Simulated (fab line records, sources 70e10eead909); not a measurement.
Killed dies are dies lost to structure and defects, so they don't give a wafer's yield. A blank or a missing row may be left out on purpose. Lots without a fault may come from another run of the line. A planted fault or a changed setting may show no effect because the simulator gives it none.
fab line records | flow nand_harc
record lots=21 wafers=63 last_day=33
route steps=1302 shown A_STAIRCASE@717
lots that met no fault: from a run of the same line without faults
start_h: hours from the record's first day to the start of the lot's first wafer shown | wait_h: hours since the lot's step before | " the same as in the row above | L1.1+2: a row that stands for several wafers | - no value, or no start given | * or withheld: withheld | < > ~ a bound
route shown NAME@n: a module of which the file shows steps, and the number in the route of the first | usual: mean/standard deviation of fault-free wafers | same: alike in all rows | chamber/n: place in a boat | sites: the reading at each site | _std_site: their standard deviation | _edge_site: outer sites' mean less inner sites' | radius_mm: how far each site lies from the wafer's centre | mask NAME#n: copy n | behind: the tool/chamber that last shaped the wafer | hold: why the lot was held/for how many hours/how that ended | device: the transistor (n, p or np) that didn't switch | end of line: the same wafers' tests at the end of the route | a step without rows: its recipe alone | killed: dies lost to structure and defects at the first sort, not the wafer's yield | map: a wafer's dies, x killed, . not, _ none there
set.NAME: the setting as run; set.NAME@STEP: as run at that earlier step | model.NAME: the simulator's own value behind a step, which no gauge read
steps of the route over a sample of lots; a table a step, a row a wafer
services: from which hour (start_h, from the record's first day; less than 0 if before it) a tool's chamber was out of use, for how many hours, and why
## steps
# step NHARC_A_STAIRCASE_ETCH_203
# recipe target_depth_a=1000 time_s=40.5 ion_energy_ev=400 c4f8_flow_sccm=20 o2_flow_sccm=10 ar_flow_sccm=withheld rf_w=600 bias_w=1000 chemistry=C4F8/O2
# usual chamber_pressure_mTorr=24.999/0.025 oes_product_au=0.941/0.012 rf_vpp_V=893/5.5
# columns lot.wafer tool chamber start_h wait_h chamber_pressure_mTorr oes_product_au rf_hours_counter_h rf_vpp_V
L074.1 rie_diel-11 2 - - 24.999 0.942 33 888
L074.4 " 1 " " 25.011 0.931 35 892
L074.5 " 3 " " 24.978 0.939 - 905
L075.1 rie_diel-05 3 - - 25.011 0.952 38 888
L075.5 " 1 " " 24.968 0.937 - 892
L075.6 " 2 " " 24.985 0.938 - 900
L076.2 rie_diel-05 2 - - 25.022 0.944 40 899
L076.4 " 0 " " 25.038 0.941 39 890
L076.3 " 1 " " 24.969 0.945 39 890
L078.1 rie_diel-04 1 - - 24.982 0.939 10 896
L078.3 " 2 " " 24.966 0.927 11 894
L078.5 " 1 " " 25.008 0.948 - 896
L077.2 rie_diel-11 2 - - 24.990 0.946 45 888
L077.6 " 3 " " 25.020 0.939 - 907
L077.5 " 0 " " 24.955 0.963 - 895
L079.3 rie_diel-11 3 - - 24.975 0.939 51 905
L079.5 " 3 " " 25.008 0.939 - 906
L079.6 " 0 " " 24.966 0.943 - 894
L082.3 rie_diel-05 2 - - 25.003 0.955 9 899
L082.5 " 2 " " 24.985 0.950 - 898
L082.4 " 3 " " 24.973 0.942 - 890
L083.4 rie_diel-05 1 - - 25.014 0.933 8 892
L083.1 " 2 " " 24.995 0.953 12 898
L083.6 " 0 " " 24.977 0.957 - 888
L084.3 rie_diel-04 3 - - 25.039 0.964 30 888
L084.2 " 2 " " 25.011 0.948 31 894
L084.6 " 3 " " 24.949 0.968 - 887
L085.3 rie_diel-11 1 - - 24.970 0.941 7 893
L085.4 " 2 " " 25.007 0.952 6 889
L085.2 " 3 " " 24.971 0.958 6 905
L086.4 rie_diel-05 2 - - 25.000 0.939 20 898
L086.1 " 3 " " 25.013 0.928 21 888
L086.6 " 2 " " 25.020 0.941 - 897
L087.2 rie_diel-05 0 - - 25.038 0.944 20 887
L087.4 " 1 " " 25.011 0.910 16 892
L087.5 " 0 " " 25.013 0.947 - 887
L088.3 rie_diel-11 3 - - 25.037 0.939 26 903
L088.2 " 0 " " 25.019 0.941 25 895
L088.5 " 3 " " 24.957 0.926 - 904
L091.3 rie_diel-05 0 - - 24.996 0.959 33 888
L091.4 " 2 " " 25.009 0.971 39 898
L091.1 " 3 " " 25.010 0.952 37 888
L090.1 rie_diel-04 2 - - 24.931 0.940 50 892
L090.3 " 3 " " 24.979 0.935 50 887
L090.6 " 1 " " 25.029 0.951 - 896
L094.4 rie_diel-11 3 - - 25.011 0.932 38 903
L094.1 " 1 " " 25.017 0.931 36 891
L094.5 " 3 " " 25.008 0.936 - 905
L092.2 rie_diel-05 0 - - 25.000 0.950 42 888
L092.1 " 1 " " 25.021 0.923 43 890
L092.5 " 2 " " 24.998 0.957 - 896
L093.3 rie_diel-11 1 - - 24.977 0.923 38 890
L093.5 " 1 " " 24.985 0.922 - 891
L093.6 " 2 " " 25.008 0.949 - 887
L096.1 rie_diel-05 2 - - 24.990 0.945 53 897
L096.5 " 1 " " 24.981 0.911 - 890
L096.6 " 2 " " 24.967 0.943 - 896
L095.2 rie_diel-11 3 - - 24.975 0.938 43 906
L095.6 " 0 " " 24.960 0.932 - 892
L095.5 " 1 " " 25.009 0.917 - 891
L097.1 rie_diel-11 1 - - 24.993 0.923 43 891
L097.4 " 0 " " 24.967 0.928 - 893
L097.5 " 1 " " 25.009 0.931 - 889
# step NHARC_A_STAIRCASE_ETCH_221
# recipe target_depth_a=1000 time_s=40.5 ion_energy_ev=400 c4f8_flow_sccm=20 o2_flow_sccm=10 ar_flow_sccm=withheld rf_w=600 bias_w=1000 chemistry=C4F8/O2
# usual chamber_pressure_mTorr=24.998/0.025 oes_product_au=0.942/0.014 rf_vpp_V=895/5.6
# columns lot.wafer tool chamber start_h wait_h chamber_pressure_mTorr oes_product_au rf_hours_counter_h rf_vpp_V
L074.1 rie_diel-05 0 - - 25.004 0.944 35 889
L074.4 " 1 " " 24.983 0.947 33 891
L074.5 " 3 " " 25.005 0.930 - 889
L075.1 rie_diel-04 1 - - 24.968 0.968 0 897
L075.5 " 1 " " 25.003 0.961 - 896
L075.6 " 2 " " 24.995 0.963 - 894
L076.2 rie_diel-11 3 - - 25.007 0.944 35 904
L076.3 " 1 " " 25.031 0.932 42 892
L076.4 " 0 " " 25.039 0.942 - 894
L078.1 rie_diel-04 2 - - 24.973 0.928 11 893
L078.3 " 0 " " 24.939 0.951 8 899
L078.5 " 2 " " 25.022 0.921 - 894
L077.2 rie_diel-11 0 - - 25.005 0.956 48 895
L077.6 " 0 " " 25.011 0.956 - 894
L077.5 " 1 " " 24.971 0.935 - 892
L079.3 rie_diel-04 1 - - 24.980 0.933 19 896
L079.5 " 1 " " 25.025 0.937 - 896
L079.6 " 2 " " 24.992 0.918 - 895
L082.3 rie_diel-05 0 - - 24.989 0.961 8 889
L082.4 " 1 " " 25.005 0.925 6 891
L082.5 " 3 " " 25.028 0.949 - 889
L083.4 rie_diel-11 1 - - 25.012 0.950 2 892
L083.1 " 3 " " 25.044 0.941 3 905
L083.6 " 1 " " 25.026 0.959 - 891
L084.3 rie_diel-04 0 - - 24.953 0.942 35 898
L084.2 " 3 " " 24.971 0.933 31 887
L084.6 " 1 " " 24.959 0.932 - 898
L085.2 rie_diel-04 3 - - 25.038 0.925 33 887
L085.3 " 0 " " 25.004 0.940 37 897
L085.4 " 1 " " 25.009 0.923 37 898
L086.4 rie_diel-11 3 - - 25.002 0.940 12 905
L086.1 " 0 " " 24.949 0.946 13 894
L086.6 " 3 " " 24.968 0.949 - 905
L087.2 rie_diel-04 0 - - 25.004 0.952 42 897
L087.4 " 1 " " 24.995 0.954 41 895
L087.5 " 0 " " 24.979 0.956 - 898
L088.2 rie_diel-11 3 - - 24.982 0.940 26 905
L088.3 " 1 " " 25.004 0.962 20 891
L088.5 " 3 " " 25.018 0.942 - 906
L091.1 rie_diel-04 1 - - 25.011 0.929 56 898
L091.4 " 3 " " 24.995 0.949 50 887
L091.3 " 0 " " 25.011 0.945 56 897
L090.1 rie_diel-05 3 - - 24.997 0.931 38 888
L090.3 " 2 " " 25.062 0.948 40 896
L090.6 " 3 " " 25.023 0.934 - 889
L094.4 rie_diel-11 3 - - 24.977 0.960 38 905
L094.1 " 0 " " 25.019 0.926 39 893
L094.5 " 1 " " 25.003 0.929 - 890
L092.2 rie_diel-04 0 - - 24.965 0.964 4 897
L092.1 " 1 " " 25.019 0.935 4 897
L092.5 " 2 " " 24.952 0.928 - 893
L093.3 rie_diel-04 3 - - 24.978 0.938 5 906
L093.6 " 2 " " 24.996 0.952 - 893
L093.5 " 3 " " 24.981 0.931 - 906
L096.1 rie_diel-04 1 - - 24.983 0.929 9 896
L096.5 " 2 " " 25.054 0.920 - 891
L096.6 " 3 " " 25.007 0.918 - 907
L095.2 rie_diel-04 2 - - 25.035 0.928 9 893
L095.5 " 3 " " 25.000 0.921 - 907
L095.6 " 0 " " 24.977 0.946 - 897
L097.4 rie_diel-04 3 - - 24.983 0.926 13 905
L097.1 " 1 " " 24.972 0.940 12 895
L097.5 " 3 " " 25.045 0.933 - 906
# step NHARC_A_STAIRCASE_ETCH_225
# recipe target_depth_a=1000 time_s=40.5 ion_energy_ev=400 c4f8_flow_sccm=20 o2_flow_sccm=10 ar_flow_sccm=withheld rf_w=600 bias_w=1000 chemistry=C4F8/O2
# usual chamber_pressure_mTorr=25.001/0.025 oes_product_au=0.941/0.011 rf_vpp_V=894/5.4
# columns lot.wafer tool chamber start_h wait_h chamber_pressure_mTorr oes_product_au rf_hours_counter_h rf_vpp_V
L074.1 rie_diel-05 1 - - 25.013 0.937 34 891
L074.4 " 3 " " 25.012 0.925 35 889
L074.5 " 2 " " 25.001 0.921 - 899
L075.1 rie_diel-04 0 - - 25.004 0.944 0 897
L075.6 " 3 " " 25.049 0.934 - 887
L075.5 " 0 " " 25.000 0.950 - 899
L076.2 rie_diel-11 1 - - 25.034 0.938 43 892
L076.3 " 3 " " 24.983 0.939 36 906
L076.4 " 1 " " 25.010 0.938 - 892
L078.1 rie_diel-04 1 - - 24.963 0.932 10 898
L078.3 " 2 " " 25.023 0.944 11 894
L078.5 " 1 " " 25.023 0.932 - 896
L077.2 rie_diel-11 0 - - 25.002 0.933 52 894
L077.5 " 0 " " 24.991 0.939 - 893
L077.6 " 1 " " 24.982 0.932 - 892
L079.3 rie_diel-04 0 - - 24.978 0.946 19 899
L079.6 " 0 " " 24.984 0.935 - 899
L079.5 " 1 " " 25.004 0.943 - 896
L082.4 rie_diel-05 2 - - 24.979 0.946 10 898
L082.3 " 0 " " 25.015 0.946 9 890
L082.5 " 1 " " 25.068 0.931 - 890
L083.4 rie_diel-11 2 - - 25.010 0.965 2 889
L083.1 " 3 " " 24.975 0.953 3 905
L083.6 " 2 " " 25.019 0.954 - 887
L084.2 rie_diel-04 3 - - 25.036 0.925 31 887
L084.3 " 1 " " 24.969 0.946 35 896
L084.6 " 3 " " 24.970 0.929 - 886
L085.2 rie_diel-04 3 - - 25.005 0.935 33 887
L085.3 " 0 " " 24.996 0.944 37 897
L085.4 " 1 " " 25.043 0.949 37 897
L086.1 rie_diel-11 3 - - 25.011 0.947 12 906
L086.4 " 0 " " 24.989 0.953 13 895
L086.6 " 0 " " 24.986 0.933 - 893
L087.2 rie_diel-04 2 - - 25.030 0.928 38 894
L087.4 " 1 " " 25.001 0.949 41 895
L087.5 " 2 " " 24.968 0.934 - 892
L088.3 rie_diel-11 2 - - 25.031 0.960 22 888
L088.2 " 3 " " 24.943 0.945 26 905
L088.5 " 2 " " 25.007 0.950 - 888
L091.1 rie_diel-04 3 - - 24.994 0.949 50 887
L091.3 " 0 " " 25.007 0.951 57 897
L091.4 " 1 " " 25.024 0.940 56 897
L090.3 rie_diel-05 1 - - 24.996 0.929 34 888
L090.1 " 2 " " 25.013 0.953 40 897
L090.6 " 0 " " 24.973 0.946 - 888
L094.1 rie_diel-11 0 - - 24.977 0.918 40 893
L094.4 " 1 " " 24.958 0.906 36 892
L094.5 " 3 " " 24.975 0.938 - 903
L092.2 rie_diel-04 0 - - 25.027 0.951 5 896
L092.1 " 1 " " 25.015 0.941 5 896
L092.5 " 0 " " 24.986 0.950 - 898
L093.3 rie_diel-04 3 - - 24.994 0.926 5 906
L093.6 " 0 " " 24.990 0.948 - 897
L093.5 " 1 " " 24.983 0.945 - 895
L096.1 rie_diel-04 3 - - 25.018 0.923 9 905
L096.5 " 3 " " 24.996 0.915 - 906
L096.6 " 0 " " 25.006 0.946 - 898
L095.2 rie_diel-04 1 - - 25.011 0.939 9 896
L095.6 " 3 " " 25.029 0.935 - 905
L095.5 " 0 " " 24.941 0.950 - 897
L097.4 rie_diel-04 0 - - 25.036 0.954 12 896
L097.1 " 3 " " 24.977 0.935 13 906
L097.5 " 1 " " 24.977 0.952 - 895
# step NHARC_A_STAIRCASE_TRIM_233
# recipe time_s=211.2 o2_flow_sccm=500 ar_flow_sccm=0 bias_w=0 chemistry=O2
# usual chamber_pressure_mTorr=60.00/0.057 drypump_motor_current_A=5.9/0.46 o2_flow_sccm=500.1/1.5 oes_product_au=0.998/0.011 rf_vpp_V=57.6/0.9 showerhead_plenum_p_Torr=3.44/0.13 throttle_valve_pct=17.036/0.0088
# columns lot.wafer tool chamber start_h wait_h chamber_pressure_mTorr drypump_motor_current_A o2_flow_sccm oes_product_au rf_hours_counter_h rf_vpp_V showerhead_plenum_p_Torr throttle_valve_pct
L074.1 rie_diel-05 3 - - 60.01 5.8 502.0 0.998 35 57.7 3.34 17.041
L074.4 " 2 " " 60.00 6.3 500.6 0.985 36 58.9 3.59 17.009
L074.5 " 3 " " 60.05 5.8 499.3 0.998 - 58.3 3.34 17.043
L075.1 rie_diel-04 1 - - 59.96 5.7 498.8 1.008 1 59.2 3.56 17.042
L075.5 " 3 " " 59.95 5.6 500.8 0.999 - 57.1 3.31 17.038
L075.6 " 0 " " 59.92 6.6 498.9 1.016 - 57.9 3.59 17.038
L076.4 rie_diel-04 1 - - 60.08 5.7 499.9 0.999 3 57.6 3.56 17.043
L076.3 " 2 " " 59.99 5.6 500.7 1.002 4 57.2 3.46 17.034
L076.2 " 3 " " 60.13 5.6 498.9 0.998 4 58.1 3.30 17.043
L078.1 rie_diel-05 0 - - 59.95 6.7 502.3 1.000 46 57.8 3.33 17.031
L078.3 " 2 " " 60.10 6.2 499.8 0.989 47 59.1 3.59 17.029
L078.5 " 1 " " 59.90 5.3 500.7 1.000 - 58.0 3.38 17.035
L077.2 rie_diel-05 2 - - 59.99 6.2 498.5 0.994 48 58.1 3.59 17.046
L077.5 " 3 " " 59.91 5.7 498.2 1.001 - 57.8 3.34 17.035
L077.6 " 0 " " 59.96 6.7 501.1 1.001 - 58.2 3.33 17.038
L079.3 rie_diel-04 3 - - 60.00 5.6 499.1 0.988 18 57.2 3.30 17.022
L079.6 " 0 " " 59.99 6.6 500.5 1.003 - 58.7 3.58 17.030
L079.5 " 1 " " 59.96 5.6 503.7 1.015 - 58.2 3.55 17.035
L082.4 rie_diel-05 3 - - 60.07 5.8 499.9 1.002 11 55.9 3.33 17.023
L082.3 " 0 " " 59.96 6.7 502.7 1.011 9 57.3 3.32 17.036
L082.5 " 2 " " 60.03 6.2 500.0 1.007 - 57.1 3.58 17.039
L083.4 rie_diel-11 0 - - 60.02 6.2 498.6 0.983 4 57.3 3.47 17.036
L083.1 " 1 " " 59.99 5.8 500.9 1.005 3 56.3 3.42 17.048
L083.6 " 2 " " 59.85 5.5 500.6 1.008 - 57.3 3.31 17.031
L084.3 rie_diel-04 1 - - 59.98 5.7 498.4 1.000 36 57.1 3.54 17.038
L084.2 " 3 " " 60.04 5.6 498.0 0.996 31 57.1 3.29 17.032
L084.6 " 2 " " 59.99 5.6 498.7 1.005 - 57.5 3.44 17.029
L085.2 rie_diel-11 0 - - 60.04 6.3 500.3 0.979 13 56.9 3.47 17.034
L085.3 " 1 " " 59.96 5.8 499.9 0.989 10 57.7 3.41 17.029
L085.4 " 2 " " 59.92 5.5 499.7 1.009 9 57.7 3.30 17.062
L086.1 rie_diel-11 3 - - 60.07 5.4 501.1 0.995 13 57.5 3.77 17.037
L086.4 " 0 " " 60.00 6.3 502.0 0.981 14 57.9 3.47 17.027
L086.6 " 2 " " 60.06 5.5 500.5 1.009 - 57.2 3.30 17.039
L087.2 rie_diel-04 0 - - 60.00 6.6 499.0 1.006 43 57.2 3.57 17.027
L087.4 " 1 " " 60.04 5.7 498.8 0.988 42 59.1 3.54 17.038
L087.5 " 3 " " 59.95 5.6 499.7 0.998 - 56.6 3.28 17.022
L088.2 rie_diel-05 3 - - 59.93 5.8 501.2 0.997 36 56.9 3.32 17.055
L088.3 " 1 " " 60.01 5.3 499.6 0.986 32 55.8 3.36 17.028
L088.5 " 3 " " 59.97 5.8 500.9 0.996 - 56.6 3.32 17.034
L091.4 rie_diel-04 2 - - 59.99 5.6 498.8 0.993 50 56.8 3.43 17.039
L091.1 " 3 " " 60.09 5.6 497.9 0.989 51 57.8 3.28 17.032
L091.3 " 0 " " 59.98 6.6 498.3 1.014 57 58.0 3.56 17.031
L090.1 rie_diel-05 0 - - 60.10 6.7 499.2 1.006 35 59.1 3.31 17.027
L090.3 " 2 " " 59.95 6.2 501.9 1.002 41 57.9 3.56 17.056
L090.6 " 3 " " 59.93 5.8 499.9 0.991 - 57.2 3.31 17.060
L094.4 rie_diel-05 0 - - 59.99 6.7 498.8 0.997 43 55.3 3.30 17.025
L094.1 " 2 " " 60.12 6.2 501.2 1.021 51 58.5 3.56 17.037
L094.5 " 0 " " 59.98 6.7 498.9 1.008 - 56.3 3.30 17.033
L092.1 rie_diel-11 1 - - 59.97 5.8 500.7 0.991 37 58.9 3.40 17.038
L092.2 " 2 " " 59.97 5.5 499.7 1.015 36 56.8 3.29 17.032
L092.5 " 2 " " 59.95 5.5 499.7 1.011 - 57.8 3.29 17.039
L093.3 rie_diel-05 2 - - 60.01 6.2 501.2 1.009 51 58.0 3.56 17.043
L093.5 " 1 " " 59.90 5.3 502.5 0.977 - 58.6 3.36 17.029
L093.6 " 2 " " 60.05 6.2 501.6 1.006 - 56.5 3.56 17.036
L096.1 rie_diel-11 0 - - 60.02 6.3 498.1 0.967 45 56.4 3.45 17.037
L096.6 " 2 " " 60.05 5.5 497.6 1.001 - 57.8 3.29 17.025
L096.5 " 3 " " 59.95 5.4 500.1 0.986 - 58.3 3.75 17.045
L095.2 rie_diel-05 2 - - 60.00 6.2 500.4 1.013 55 56.4 3.56 17.045
L095.6 " 2 " " 59.97 6.2 499.6 1.006 - 58.0 3.56 17.040
L095.5 " 3 " " 60.05 5.8 502.2 0.991 - 56.3 3.31 17.035
L097.1 rie_diel-04 1 - - 60.00 5.7 498.2 0.993 12 58.3 3.52 17.032
L097.4 " 3 " " 60.02 5.6 499.2 0.980 14 57.9 3.80 17.047
L097.5 " 1 " " 59.91 5.7 498.9 0.999 - 58.6 3.52 17.034
# step NHARC_A_STAIRCASE_ETCH_234
# recipe target_depth_a=1000 time_s=40.5 ion_energy_ev=400 c4f8_flow_sccm=20 o2_flow_sccm=10 ar_flow_sccm=withheld rf_w=600 bias_w=1000 chemistry=C4F8/O2
# usual chamber_pressure_mTorr=25.00/0.036 oes_product_au=0.943/0.011 rf_vpp_V=893/5.1
# columns lot.wafer tool chamber start_h wait_h chamber_pressure_mTorr oes_product_au rf_hours_counter_h rf_vpp_V
L074.4 rie_diel-05 2 - - 24.98 0.948 36 898
L074.1 " 3 " " 25.00 0.939 35 887
L074.5 " 0 " " 24.99 0.949 - 888
L075.1 rie_diel-04 0 - - 25.02 0.955 1 899
L075.5 " 1 " " 25.00 0.948 - 897
L075.6 " 2 " " 25.02 0.946 - 893
L076.2 rie_diel-04 0 - - 24.97 0.956 4 898
L076.3 " 2 " " 25.02 0.943 4 895
L076.4 " 3 " " 25.01 0.953 4 887
L078.1 rie_diel-05 0 - - 25.02 0.932 47 889
L078.3 " 3 " " 25.00 0.930 46 890
L078.5 " 1 " " 25.00 0.935 - 892
L077.2 rie_diel-05 3 - - 24.99 0.945 47 889
L077.5 " 2 " " 25.32 0.942 - 897
L077.6 " 3 " " 25.01 0.944 - 888
L079.3 rie_diel-04 1 - - 24.99 0.943 20 898
L079.5 " 1 " " 25.03 0.941 - 898
L079.6 " 2 " " 24.98 0.935 - 892
L082.3 rie_diel-05 2 - - 24.96 0.954 10 898
L082.4 " 0 " " 25.00 0.947 9 889
L082.5 " 2 " " 24.96 0.949 - 897
L083.4 rie_diel-11 2 - - 25.00 0.956 2 887
L083.1 " 0 " " 25.00 0.932 4 895
L083.6 " 3 " " 25.01 0.941 - 904
L084.3 rie_diel-04 1 - - 24.95 0.950 36 897
L084.2 " 0 " " 25.01 0.959 36 898
L084.6 " 2 " " 25.01 0.944 - 894
L085.4 rie_diel-11 1 - - 25.01 0.934 10 892
L085.2 " 2 " " 25.03 0.959 9 887
L085.3 " 3 " " 24.99 0.949 12 906
L086.1 rie_diel-11 3 - - 24.98 0.957 13 906
L086.4 " 1 " " 25.01 0.935 11 891
L086.6 " 3 " " 24.98 0.949 - 905
L087.2 rie_diel-04 1 - - 24.97 0.931 42 896
L087.4 " 2 " " 24.98 0.932 38 894
L087.5 " 1 " " 25.02 0.945 - 898
L088.3 rie_diel-05 1 - - 25.03 0.938 32 890
L088.2 " 2 " " 24.97 0.954 38 898
L088.5 " 1 " " 25.03 0.937 - 890
L091.4 rie_diel-04 3 - - 25.00 0.931 51 886
L091.1 " 0 " " 24.99 0.952 57 897
L091.3 " 1 " " 24.98 0.955 56 896
L090.1 rie_diel-05 0 - - 24.99 0.953 35 890
L090.3 " 2 " " 25.01 0.961 41 897
L090.6 " 0 " " 24.99 0.949 - 888
L094.1 rie_diel-05 3 - - 24.97 0.949 47 887
L094.4 " 0 " " 25.01 0.950 43 889
L094.5 " 3 " " 25.01 0.956 - 887
L092.1 rie_diel-11 2 - - 24.98 0.944 36 887
L092.2 " 3 " " 24.97 0.929 39 904
L092.5 " 1 " " 25.01 0.915 - 891
L093.3 rie_diel-05 2 - - 25.02 0.963 51 897
L093.5 " 2 " " 24.99 0.954 - 897
L093.6 " 3 " " 25.01 0.957 - 889
L096.1 rie_diel-11 3 - - 25.03 0.935 43 904
L096.6 " 1 " " 25.00 0.935 - 889
L096.5 " 2 " " 25.02 0.947 - 888
L095.2 rie_diel-05 0 - - 25.07 0.961 48 888
L095.5 " 0 " " 24.98 0.964 - 886
L095.6 " 1 " " 25.01 0.918 - 889
L097.4 rie_diel-04 3 - - 25.03 0.943 14 906
L097.1 " 1 " " 24.99 0.931 12 897
L097.5 " 0 " " 24.99 0.953 - 899
# step NHARC_A_STAIRCASE_DESCUM_291
# recipe time_s=3 o2_flow_sccm=200 ar_flow_sccm=0 bias_power_w=0 chemistry=O2
# usual chamber_pressure_mTorr=60.00/0.054 drypump_motor_current_A=5.9/0.45 o2_flow_sccm=199.9/0.63 oes_product_au=0.999/0.011 rf_vpp_V=57.5/0.9 showerhead_plenum_p_Torr=1.89/0.087 throttle_valve_pct=11.312/0.0085
# columns lot.wafer tool chamber start_h wait_h chamber_pressure_mTorr drypump_motor_current_A o2_flow_sccm oes_product_au rf_hours_counter_h rf_vpp_V showerhead_plenum_p_Torr throttle_valve_pct
L074.4 rie_diel-11 1 372.22 - 60.03 5.8 200.2 0.987 40 56.7 1.86 11.315
L074.1 " 3 " " 59.92 5.4 200.5 0.990 33 57.7 2.06 11.314
L074.5 " 2 " " 59.97 5.5 200.2 0.997 - 58.1 1.79 11.307
L075.1 rie_diel-05 3 380.88 - 59.94 5.8 201.1 0.983 40 57.8 1.80 11.317
L075.5 " 2 " " 60.01 6.2 200.5 0.999 - 57.6 1.95 11.311
L075.6 " 3 " " 59.98 5.8 198.8 0.998 - 57.0 1.80 11.310
L076.3 rie_diel-04 0 391.29 - 60.05 6.6 199.7 1.015 7 58.1 1.95 11.321
L076.2 " 1 " " 60.06 5.6 201.0 1.018 9 58.6 1.93 11.323
L076.4 " 2 " " 60.06 5.6 200.0 1.012 10 57.1 1.87 11.302
L078.3 rie_diel-04 0 412.72 - 60.01 6.6 200.8 1.004 18 58.4 1.94 11.308
L078.1 " 1 " " 59.98 5.7 199.6 0.998 17 57.4 1.93 11.315
L078.5 " 0 " " 60.05 6.6 199.7 1.007 - 58.7 1.94 11.307
L077.2 rie_diel-04 1 412.90 - 59.97 5.7 201.3 1.014 17 58.0 1.93 11.304
L077.5 " 0 " " 59.93 6.6 199.6 1.016 - 58.6 1.94 11.310
L077.6 " 1 " " 60.05 5.7 200.4 1.009 - 56.6 1.93 11.321
L079.3 rie_diel-04 1 430.56 - 60.01 5.6 199.5 1.005 25 58.7 1.92 11.319
L079.5 " 3 " " 59.83 5.6 200.7 0.986 - 58.7 1.78 11.306
L079.6 " 0 " " 60.05 6.6 199.2 1.002 - 57.4 1.94 11.312
L082.3 rie_diel-11 0 457.79 - 59.94 6.3 200.8 0.983 6 58.3 1.88 11.315
L082.4 " 1 " " 59.94 5.8 200.7 0.992 5 57.0 1.85 11.307
L082.5 " 0 " " 59.92 6.3 200.3 0.977 - 58.2 1.88 11.316
L083.1 rie_diel-05 1 467.70 - 59.94 5.4 201.1 0.979 14 57.0 1.82 11.315
L083.4 " 3 " " 59.92 5.8 200.1 1.002 19 58.4 1.80 11.299
L083.6 " 2 " " 59.90 6.2 199.2 1.011 - 57.9 1.94 11.304
L084.3 rie_diel-04 2 478.09 - 59.95 5.6 198.9 1.005 38 58.4 1.86 11.311
L084.2 " 3 " " 60.03 5.6 199.3 1.001 39 57.9 1.77 11.316
L084.6 " 1 " " 60.00 5.6 199.6 0.992 - 57.3 1.92 11.314
L085.2 rie_diel-04 3 488.46 - 59.97 5.6 200.4 0.998 41 57.6 1.77 11.307
L085.3 " 0 " " 60.03 6.6 199.4 1.000 45 57.5 1.94 11.323
L085.4 " 1 " " 59.87 5.6 201.1 0.991 44 58.7 1.92 11.319
L086.4 rie_diel-05 1 495.89 - 60.02 5.3 199.6 0.990 22 57.2 1.82 11.309
L086.1 " 0 " " 59.92 6.7 200.3 1.012 25 57.3 1.79 11.317
L086.6 " 1 " " 59.99 5.3 199.3 0.989 - 55.2 1.82 11.304
L087.2 rie_diel-04 1 496.59 - 60.07 5.7 199.8 0.996 45 56.5 1.92 11.323
L087.4 " 2 " " 60.05 5.6 200.8 1.003 41 57.0 1.86 11.308
L087.5 " 0 " " 60.03 6.6 199.6 1.015 - 58.5 1.93 11.304
L088.3 rie_diel-11 0 538.71 - 59.90 6.3 199.7 0.987 29 56.9 1.87 11.311
L088.2 " 1 " " 60.05 5.8 199.6 0.995 26 57.1 1.84 11.307
L088.5 " 3 " " 60.04 5.4 199.5 1.004 - 57.3 2.05 11.313
L091.4 rie_diel-05 1 547.41 - 59.98 5.3 200.4 0.992 42 56.4 1.81 11.320
L091.1 " 2 " " 59.90 6.2 199.6 1.014 48 58.6 1.93 11.307
L091.3 " 3 " " 59.98 5.8 200.6 0.995 44 56.8 1.79 11.320
L090.1 rie_diel-04 3 549.34 - 60.04 5.6 198.9 0.977 3 57.1 2.08 11.298
L090.3 " 1 " " 60.03 5.7 199.3 0.999 3 57.5 1.91 11.304
L090.6 " 2 " " 60.05 5.6 199.3 0.999 - 58.3 1.86 11.312
L094.4 rie_diel-11 1 572.47 - 60.06 5.8 200.0 0.985 41 57.8 1.84 11.312
L094.1 " 2 " " 59.95 5.5 200.3 1.005 40 57.2 1.77 11.326
L094.5 " 1 " " 60.05 5.8 199.7 0.977 - 55.3 1.84 11.320
L092.2 rie_diel-04 0 572.71 - 59.93 6.6 200.1 1.013 9 58.3 1.93 11.309
L092.1 " 2 " " 59.98 5.6 200.0 0.989 10 57.6 1.85 11.332
L092.5 " 0 " " 60.01 6.6 200.9 1.027 - 58.1 1.93 11.315
L093.3 rie_diel-04 2 581.12 - 59.99 5.6 199.5 1.008 12 57.2 1.85 11.318
L093.6 " 0 " " 60.09 6.6 201.0 1.013 - 57.2 1.93 11.309
L093.5 " 1 " " 60.05 5.6 199.1 1.000 - 57.8 1.91 11.326
L096.1 rie_diel-04 0 589.51 - 60.00 6.6 200.2 1.017 16 58.4 1.93 11.319
L096.5 " 2 " " 60.08 5.5 200.2 0.993 - 57.8 1.85 11.332
L096.6 " 3 " " 60.02 5.6 199.8 0.988 - 58.2 2.07 11.321
L095.2 rie_diel-05 2 592.66 - 59.93 6.2 200.2 1.006 0 57.2 1.93 11.322
L095.6 " 1 " " 60.01 5.3 200.1 1.005 - 56.2 1.81 11.316
L095.5 " 2 " " 60.07 6.2 199.3 0.995 - 58.5 1.93 11.329
L097.4 rie_diel-04 0 603.99 - 59.96 6.6 199.9 1.008 24 57.9 1.92 11.297
L097.1 " 1 " " 59.97 5.7 198.5 1.003 21 56.0 1.91 11.304
L097.5 " 3 " " 59.95 5.6 200.2 0.993 - 59.2 2.07 11.305
## services
# columns tool chamber start_h hours kind
rie_diel-04 0 337.04 - clean
rie_diel-04 1 337.04 - clean
rie_diel-04 2 337.04 - clean
rie_diel-04 3 337.04 - clean
rie_diel-04 - 357.72 9.0 pm
rie_diel-04 0 357.72 9.0 vent_cycle
rie_diel-04 1 357.72 9.0 vent_cycle
rie_diel-04 2 357.72 9.0 vent_cycle
rie_diel-04 3 357.72 9.0 vent_cycle
rie_diel-04 0 366.72 - clean
rie_diel-04 1 366.72 - clean
rie_diel-04 2 366.72 - clean
rie_diel-11 1 368.49 3.0 repair
rie_diel-05 - 379.33 0.6 repair
rie_diel-11 0 382.77 2.6 repair
rie_diel-05 2 387.19 2.6 repair
rie_diel-04 2 396.83 6.5 repair
rie_diel-05 - 406.66 9.0 pm
rie_diel-05 1 430.65 7.7 repair
rie_diel-11 - 433.46 9.0 pm
rie_diel-04 3 453.51 2.3 repair
rie_diel-04 - 534.72 9.0 pm
rie_diel-11 2 580.32 2.7 repair
rie_diel-05 - 583.66 9.0 pm
## key
fault none
